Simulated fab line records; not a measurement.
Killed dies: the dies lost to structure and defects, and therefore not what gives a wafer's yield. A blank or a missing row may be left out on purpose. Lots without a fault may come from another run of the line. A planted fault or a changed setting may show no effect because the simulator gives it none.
Comparing a struck lot with a sound one ; flow n5_finfet ; 38 out of 1938 route steps
Sound: wafers L343.2, L343.5, L343.6. Struck: wafers L351.2, L351.3. At the end, the cause is stated.
Per side, at each step with rows, come the tool, then ch with its chambers, and then its first start. Under that, the readings that differ: sound wafers ; struck wafers ; difference of the means ; sigmas: that difference in standard deviations of wafers without a fault.
alike: a reading whose means differ by less than 2 such deviations, as well as words and numbers matching on both sides. not compared: withheld readings; readings where some wafer has no value; bounds like >300 that might hide an equal value; numbers whose values overlap and for which the record gives no deviation.
Wherever a step has rows on one side only, a row that says differs or no value, or a row with sigmas, the two part there. Numbers that don't overlap but have no deviation are shown without sigmas and don't part them. Lack of a reading on every wafer of one side parts them only where that side has two or more wafers.

first, 9 steps without rows for these wafers: N5_BEOL_M4_ANNEAL_95 (time 240 s); N5_BEOL_M4_SPUTTER_96 (material Cu, target thk 4.5 nm, time 8.29 s); N5_BEOL_M4_ECD_50 (material Cu, target thk 300 nm); N5_BEOL_M4_ANNEAL_51 (time 90 s); N5_BEOL_M4_CMP_52 (polishes, stops on SiOC, t overpolish 6.8 s, target thk 40 nm); N5_BEOL_M4_PRE_CLEAN_60 (time 15 s); N5_BEOL_M4_CO_CAP_55 (material Co, precursor CCTBA/H2, target thk 2 nm, time 102.1 s); N5_BEOL_M4_PRE_CLEAN_56 (time 15 s); N5_BEOL_M4_DEP_57 (deposits SiCN from 3MS/NH3, target thk 8 nm, time 14 s).
N5_BEOL_M4_RC_MEAS_101:
  sound on prober-02 ch 0, day 11 17:29; struck on prober-02 ch 0, day 14 08:26
  alike: DIBL_N, DIBL_P, IOFF_N, IOFF_P, ION_N, ION_P, SS_N, SS_P, VT_N, VT_P
then, 24 steps without rows for these wafers: N5_BEOL_M5_ILD_DEP_00 (deposits SiCOH lowk from DEMS/porogen, target thk 140.64 nm, time 25.9 s); N5_BEOL_M5_CURE_79 (cures SiCOH lowk, time 240 s); N5_BEOL_M5_PECVD_70 (deposits SiO2 from TEOS/O2, target thk 16 nm, time 18 s); N5_BEOL_M5_HM_DEP_02 (deposits TiN, target thk 20 nm); N5_BEOL_M5_COAT_59 (time 60 s, resist thk 60 nm); N5_BEOL_M5_COAT_60 (time 60 s, resist thk 12 nm); N5_BEOL_M5_COAT_71 (time 60 s, resist thk 5 nm); N5_BEOL_M5_COAT_05 (resist thk 30 nm); N5_BEOL_M5_EBR_07; N5_BEOL_M5_SOFTBAKE_06 (time 60 s); N5_BEOL_M5_EXPOSE_08 (exposes mask M5, target cd 28 nm); N5_BEOL_M5_PEB_09 (peb time 60 s); N5_BEOL_M5_DEVELOP_10 (develop time 30 s); N5_BEOL_M5_DESCUM_16 (chemistry O2, time 7 s); N5_BEOL_M5_ETCH_72 (etches underlayer in N2/H2, target depth 6.5 nm, time 5.2 s); N5_BEOL_M5_ETCH_61 (etches SiARC in CF4, target depth 15.6 nm, time 26 s); N5_BEOL_M5_ETCH_62 (etches SOC in N2/H2, target depth 75 nm, overetch 15 nm, time 112.5 s); N5_BEOL_M5_STRIP_63 (strips in N2/H2); N5_BEOL_M5_STRIP_73 (strips in N2/H2); N5_BEOL_M5_STRIP_64 (strips in CF4); N5_BEOL_M5_HM_OPEN_17 (chemistry Cl2/BCl3, target TiN, target depth 20 nm, overetch 6 nm); N5_BEOL_M5_STRIP_19 (strips in O2); N5_BEOL_M5_COAT_65 (time 60 s, resist thk 60 nm); N5_BEOL_M5_COAT_66 (time 60 s, resist thk 12 nm).
N5_BEOL_M5_CMP_52: polishes, stops on SiCOH lowk, t overpolish 6.9 s, target thk 62 nm.
  sound on cmp-02 ch 0,3, day 12 07:10; struck on cmp-02 ch 0,2, day 14 23:01
reading;sound;struck;difference;sigmas
barrier_field_endpoint_s (s);24.5 25.6 25.7;41.4 41.4;+16.1;+26
overpolish_run_s (s);6.899 6.910 6.895;0.042 0.048;-6.856;-99 or more
time_to_endpoint_s (s);65 63 67;82 81;+16;+5
  alike: motor_current_A
N5_BEOL_M5_THK_MEAS_53: measures by xrf.
  sound on film_metro-02, day 12 07:27; struck on film_metro-01, day 14 23:16
reading;sound;struck;difference;sigmas
M5_THK (nm);63.3 63.2 63.7;179.3 178.3;+115.4;+72
N5_BEOL_M5_INSPECT_58: inspects for defects (darkfield).
  sound on defect_inspect-02, day 12 07:44; struck on defect_inspect-01, day 14 23:34
reading;sound;struck;difference;sigmas
raw_defect_count;134 50 104;1960 1996;+1882;+75
-- a jump in the record: the struck wafers' starts before and after are 4 days apart (it breaks off in module BEOL_M5 and resumes in module PASSIVATION, where the first step shown is number 1936 of the route) --
N5_PASSIVATION_PROBE_49:
  sound on prober-01, day 16 00:57; struck on prober-02, day 19 07:35
reading;sound;struck;difference;sigmas
defect_limited_yield (%);92.4 90.8 90.6;0 0;-91;-70
killed_at_M4_up;20 13 17;1068 1080;+1057;+99 or more
killed_at_other;8 7 20;1 2;-10;-3
killed_dies;90 108 111;1180 1180;+1077;+72
killed_on_rim;10 7 15;152 152;+141;+38
sort_n_pass;1090 1072 1069;0 0;-1077;-72
sort_yield_pct (%);92.4 90.8 90.6;0 0;-91;-70
  alike: killed_at_M0_to_M3, killed_at_contacts, killed_at_front_end, killed_open, killed_short, sort_bin_5_function, sort_bin_6_memory

== WHERE THEY PART ==
At N5_BEOL_M5_CMP_52 first; at N5_PASSIVATION_PROBE_49 last (within this record only).

WHY: what the simulator had put in
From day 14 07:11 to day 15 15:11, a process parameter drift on cmp-02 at N5_BEOL_M5_CMP_52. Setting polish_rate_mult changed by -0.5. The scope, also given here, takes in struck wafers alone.
